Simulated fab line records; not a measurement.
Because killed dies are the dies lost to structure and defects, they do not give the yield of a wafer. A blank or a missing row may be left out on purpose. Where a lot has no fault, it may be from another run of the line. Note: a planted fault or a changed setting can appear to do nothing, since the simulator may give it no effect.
Tool commonality check	flow n5-finfet	Lots sampled 8, wafers sampled 20

== WHAT PROMPTED THE OPENING ==
At N5_BEOL_M11_THK_MEAS_53 the reading M11_THK is flagged on 3 of 8 lots. Wafers without a fault read 139 nm, standard deviation 5.4.
Rule: a lot gets a flag if all its wafers with a number sit over 4 standard deviations from that mean, or if no wafer of it has a number. The rest of the lots are taken to be sound.

lot	measured	on	M11_THK (nm), wafer by wafer	flag
L450	day 10 20:35	film-metro-02	136 151	
L462	day 14 12:55	film-metro-01	138 154	
L466	day 15 18:02	film-metro-02	87 93 90	FLAGGED
L465	day 16 00:24	film-metro-01	91 83 89	FLAGGED
L467	day 16 02:46	film-metro-01	92 90 92	FLAGGED
L470	day 16 17:46	film-metro-02	136 135	
L472	day 17 02:22	film-metro-02	144 139 135	
L473	day 17 06:07	film-metro-01	142 154	
On average the flagged lots' numbers are 90 nm, which is -49 nm against the usual, or -9 standard deviations.

== WHICH TOOL RAN EACH LOT ==
Before the reading, the record contains 4 process steps out of a 1938-step route. Each cell gives the tool, then ch followed by the chambers the sampled wafers passed through, then the start.
lot	flag	N5_BEOL_M11_CURE_72	N5_BEOL_M11_ECD_50	N5_BEOL_M11_ANNEAL_51	N5_BEOL_M11_CMP_52
L450		uv-cure-01 ch 1, day 10 16:50	ecd-cu-01 ch 0,1, day 10 19:47	rtp-anneal-02 ch 0, day 10 20:08	cmp-04 ch 0,1, day 10 20:24
L462		uv-cure-01 ch 0, day 14 09:23	ecd-cu-01 ch 1, day 14 12:02	rtp-anneal-02 ch 0, day 14 12:21	cmp-03 ch 2,3, day 14 12:44
L466	FLAGGED	uv-cure-03 ch 1, day 15 14:27	ecd-cu-01 ch 0,1, day 15 17:19	rtp-anneal-02 ch 0, day 15 17:26	cmp-04 ch 0,1,2, day 15 17:45
L465	FLAGGED	uv-cure-02 ch 1, day 15 20:34	ecd-cu-01 ch 0,1, day 15 23:42	rtp-anneal-02 ch 0, day 15 23:51	cmp-03 ch 0,2,3, day 16 00:08
L467	FLAGGED	uv-cure-01 ch 1, day 15 23:44	ecd-cu-01 ch 0,1, day 16 01:23	rtp-anneal-02 ch 0, day 16 02:10	cmp-04 ch 0,1,2, day 16 02:28
L470		uv-cure-01 ch 1, day 16 15:50	ecd-cu-02 ch 1, day 16 17:05	rtp-anneal-01 ch 0, day 16 17:16	cmp-03 ch 2, day 16 17:29
L472		uv-cure-01 ch 2, day 17 00:00	ecd-cu-02 ch 0,1, day 17 01:14	rtp-anneal-01 ch 0, day 17 01:53	cmp-03 ch 1,2,3, day 17 02:11
L473		uv-cure-01 ch 2, day 17 03:37	ecd-cu-02 ch 0,1, day 17 05:03	rtp-anneal-02 ch 0, day 17 05:34	cmp-02 ch 2,3, day 17 05:49
These steps, and what they do:
- N5_BEOL_M11_CURE_72: cures SiCOH lowk, time 120 s.
- N5_BEOL_M11_ECD_50: material Cu, target thk 318 nm.
- N5_BEOL_M11_ANNEAL_51: time 90 s.
- N5_BEOL_M11_CMP_52: polishes, stops on SiCOH lowk, t overpolish 7 s, target thk 140 nm.
- N5_BEOL_M11_THK_MEAS_53: measures by xrf.

== FLAGGED OVER TOTAL, TOOL BY TOOL (the gauges that took the reading come last) ==
step	tool	lots run	flagged	share of the flagged lots	sound lots run after its first flagged lot
N5_BEOL_M11_CURE_72	uv-cure-01	6	1	some	3 (L470,L472,L473)
N5_BEOL_M11_CURE_72	uv-cure-02	1	1	some	0
N5_BEOL_M11_CURE_72	uv-cure-03	1	1	some	0
N5_BEOL_M11_ECD_50	ecd-cu-01	5	3	all	0
N5_BEOL_M11_ECD_50	ecd-cu-02	3	0	none	-
N5_BEOL_M11_ANNEAL_51	rtp-anneal-01	2	0	none	-
N5_BEOL_M11_ANNEAL_51	rtp-anneal-02	6	3	all	1 (L473)
N5_BEOL_M11_CMP_52	cmp-02	1	0	none	-
N5_BEOL_M11_CMP_52	cmp-03	4	1	some	2 (L470,L472)
N5_BEOL_M11_CMP_52	cmp-04	3	2	some	0
N5_BEOL_M11_THK_MEAS_53	film-metro-01	4	2	some	1 (L473)
N5_BEOL_M11_THK_MEAS_53	film-metro-02	4	1	some	2 (L470,L472)

== THE TABLE: WHAT IT ALLOWS ==
ecd-cu-01 at N5_BEOL_M11_ECD_50 and rtp-anneal-02 at N5_BEOL_M11_ANNEAL_51 are the 2 rows of the table that ran each flagged lot.
- ecd-cu-01 at N5_BEOL_M11_ECD_50 ran 5 lots, 3 of them flagged. A fault beginning between L462 (day 14 12:02), its last sound lot, and L466 (day 15 17:19), its first flagged one, fits the data.
- rtp-anneal-02 at N5_BEOL_M11_ANNEAL_51 ran 6 lots, 3 of them flagged. After the first flagged lot (L473), sound lots still ran on it; a lasting fault on the whole tool would not permit that.
Just one tool remains: ecd-cu-01 at N5_BEOL_M11_ECD_50.

== WHAT THE SIMULATOR PUT IN ==
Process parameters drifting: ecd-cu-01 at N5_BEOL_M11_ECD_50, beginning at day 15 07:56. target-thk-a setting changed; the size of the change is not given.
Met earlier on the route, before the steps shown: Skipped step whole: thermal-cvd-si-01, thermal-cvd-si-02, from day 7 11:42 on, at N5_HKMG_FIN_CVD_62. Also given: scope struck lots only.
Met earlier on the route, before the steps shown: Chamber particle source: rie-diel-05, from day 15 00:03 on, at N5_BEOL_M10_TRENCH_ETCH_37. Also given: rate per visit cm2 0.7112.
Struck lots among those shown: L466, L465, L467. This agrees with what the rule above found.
